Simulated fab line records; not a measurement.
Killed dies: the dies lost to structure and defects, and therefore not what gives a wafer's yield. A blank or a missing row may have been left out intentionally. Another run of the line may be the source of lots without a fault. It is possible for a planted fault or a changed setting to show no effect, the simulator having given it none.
Chamber matching ; flow n5Finfet ; rieSi-01 running N5_DUMMY_GATE_ETCH_32: 4 sister chambers
The step etches SiO2 in CF4, target depth 3.5 nm, time 3.9 s. 4 wafers are shown with their chamber, then 10 later ones without.

== WAFERS PAIRED WITH THEIR CHAMBERS ==
wafer;chamber;throttleValvePct (%)
L091.3;3;21.47
L091.5;0;21.85
L092.2;1;21.70
L092.4;2;21.97

== WAFERS WITH NO CHAMBER GIVEN ==
wafer;throttleValvePct (%)
L092.6;21.68
L094.2;21.71
L094.3;21.49
L094.4;21.95
L096.1;21.87
L096.3;21.47
L096.5;21.95
L097.2;21.96
L097.3;21.47
L097.5;21.87

== EACH ONE'S CHAMBER ==
wafer;from the rows above;in truth
L092.6;1;1
L094.2;1;1
L094.3;3;3
L094.4;2;2
L096.1;0;0
L096.3;3;3
L096.5;2;2
L097.2;2;2
L097.3;3;3
L097.5;0;0
Correct placement for 10 of the 10. Number that these rows cannot place: 0. Wrongly placed: 0.
How it was worked out, from the rows above alone: a wafer's distance from a chamber is the root of the sum, over the readings, of the square of ((its reading less the chamber's mean) divided by the reading's scatter). The wafer belongs to the nearest chamber; if the next one is less than 2 further off, it can't be placed. A chamber's mean is the mean of its shown wafers. The scatter: root of mean squared gap, hidden wafer to nearest shown wafer, with one shown wafer a chamber.
